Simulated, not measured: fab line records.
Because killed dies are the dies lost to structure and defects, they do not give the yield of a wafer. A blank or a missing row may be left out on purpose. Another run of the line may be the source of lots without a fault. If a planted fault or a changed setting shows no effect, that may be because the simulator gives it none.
Struck lot and sound lot, side by side + flow n5-finfet + 16 steps out of a route of 1938
Sound: wafers L897.2, L897.3, L897.6. Struck: wafer L908.1 (left out: L908.2, a lot-mate that was not struck); the cause follows at the end.
Per side, at each step with rows, come the tool, then ch with its chambers, and then its first start. Under that, the readings that differ: sound wafers + struck wafers + difference of the means + sigmas: that difference in standard deviations of wafers without a fault.
alike: readings with means less than 2 such deviations apart, plus words and numbers identical on both sides. not compared: withheld readings, readings lacking a value on some wafer, bounds such as >300 that could conceal the same value, and numbers that have no deviation in the record and whose values overlap.
A row with sigmas, a row that says differs or no value, or rows on one side alone: a step with any of these is where the two part. Numbers that have no deviation but don't overlap get no sigmas and don't part them. Lack of a reading on every wafer of one side parts them only where that side has two or more wafers.

first, 3 steps without rows for these wafers: N5_MOL_CONTACT_COAG_ETCH_106 (etches SOC in N2/H2, target depth 80 nm, overetch 16 nm, time 120 s); N5_MOL_CONTACT_COAG_STRIP_107 (strips in N2/H2); N5_MOL_CONTACT_COAG_STRIP_108 (strips in N2/H2).
N5_MOL_CONTACT_COAG_CONTACT_ETCH_14: etches SiO2 in C4F6/O2, target depth 27.5 nm, overetch 8.5 nm, time 20 s.
  sound on rie-diel-01 ch 0,2,3, day 6 12:41; struck on rie-diel-03 ch 0, day 9 12:01
| reading                     | sound       | struck | difference | sigmas |
|-----------------------------|-------------|--------|------------|--------|
| drypump-motor-current-A (A) | 6.0 6.2 5.7 | 5.1    | -0.9       | -2     |
  alike: oes-product-au, rf-vpp-V, showerhead-plenum-p-Torr, throttle-valve-pct
  not compared: rf-hours-counter-h
then, 1 step without rows for these wafers: N5_MOL_CONTACT_COAG_STRIP_109 (strips in C4F6/O2).
N5_MOL_CONTACT_COAG_ETCH_15: etches SiNx in CH3F/O2, stops on Si:P, target depth 7 nm.
  sound on rie-diel-01 ch 0,2,3, day 6 12:43; struck on rie-diel-03 ch 0, day 9 12:03
| reading                     | sound       | struck | difference | sigmas |
|-----------------------------|-------------|--------|------------|--------|
| drypump-motor-current-A (A) | 6.1 6.2 5.7 | 5.1    | -0.9       | -2     |
  alike: oes-product-au, rf-vpp-V, showerhead-plenum-p-Torr, throttle-valve-pct
  not compared: rf-hours-counter-h
N5_MOL_CONTACT_COAG_ETCH_110: etches Si in CF4/O2, target depth 2.5 nm, time 8 s.
  sound on rie-diel-01 ch 0,2,3, day 6 12:46; struck on rie-diel-03 ch 0, day 9 12:07
| reading                     | sound       | struck | difference | sigmas |
|-----------------------------|-------------|--------|------------|--------|
| drypump-motor-current-A (A) | 6.1 6.2 5.7 | 5.1    | -0.9       | -2     |
  alike: oes-product-au, rf-vpp-V, showerhead-plenum-p-Torr, throttle-valve-pct
  not compared: rf-hours-counter-h
then, 1 step without rows for these wafers: N5_MOL_CONTACT_COAG_STRIP_98 (strips in N2/H2).
N5_MOL_CONTACT_COAG_CD_MEAS_99: target cd 17.2 nm.
  sound: cd-sem-03 at day 6 12:53; struck: cd-sem-01 at day 9 12:14
  alike: cd-nm
then, 2 steps without rows for these wafers: N5_MOL_CONTACT_COAG_IMPLANT_129; N5_MOL_CONTACT_COAG_PRECLEAN_111 (cleans in NF3:NH3, afs cycles 1, time 20 s, sublimation time 60 s).
N5_MOL_CONTACT_COAG_TI_SIL_19: material Ti, target thk 4.2 nm, time 15 s.
  sound: pvd-sputter-03 at day 6 14:20; struck: pvd-sputter-01 at day 9 14:27
  alike: throttle-valve-pct
N5_MOL_CONTACT_COAG_ALD_20: deposits TiN, target thk 1.5 nm, pulse time 1 s, purge time 3 s.
  sound on ald-metal-01 ch 1,3, day 6 14:28; struck on ald-metal-01 ch 3, day 9 14:34
| reading                                          | sound       | struck | difference | sigmas |
|--------------------------------------------------|-------------|--------|------------|--------|
| ald-cycles                                       | 68 68 68    | 43     | -25        |        |
| model.TiN_of_MOL_CONTACT_COAG_ALD_20.thk-nm (nm) | 1.6 1.6 1.4 | 1      | -1         |        |
  alike: heater-power-w, precursor-pulse-height-rel
N5_MOL_CONTACT_COAG_SIL_ANNEAL_21: time 60 s.
  sound on rtp-anneal-02 ch 0, day 6 14:52; struck on rtp-anneal-01 ch 0, day 9 14:57
| reading             | sound             | struck | difference | sigmas |
|---------------------|-------------------|--------|------------|--------|
| lamp-power-pct (%)  | 5.5 5.5 5.5       | 8.4    | +2.9       | +2     |
| lamp_zone_2_pct (%) | 5.5 5.5 5.5       | 8.4    | +2.9       | +2     |
| wafer_temp_C_max    | 552.2 553.5 554.6 | 551.7  | -1.7       | -2     |
-- record jumps: 4 days separate the struck wafers' starts on either side; left off in module MOL_CONTACT_COAG, taken up again in module BEOL_M4, whose first shown step is the route's number 1111 --
N5_BEOL_M4_RC_MEAS_101:
  sound on prober-01 ch 0, day 10 19:16; struck on prober-01 ch 0, day 13 19:10
| reading       | sound          | struck | difference | sigmas |
|---------------|----------------|--------|------------|--------|
| SS_P (mV/dec) | 73.1 71.0 72.5 | 73.5   | +1.3       | +2     |
  alike: DIBL_N, DIBL_P, IOFF_N, IOFF_P, ION_N, ION_P, SS_N, VT_N, VT_P
next, for these wafers, 1 step has no rows: N5_PASSIVATION_PROBE_49.

WHERE THEY PART
First at N5_MOL_CONTACT_COAG_CONTACT_ETCH_14; last, within this record, at N5_BEOL_M4_RC_MEAS_101.

WHY: whatever the simulator had introduced
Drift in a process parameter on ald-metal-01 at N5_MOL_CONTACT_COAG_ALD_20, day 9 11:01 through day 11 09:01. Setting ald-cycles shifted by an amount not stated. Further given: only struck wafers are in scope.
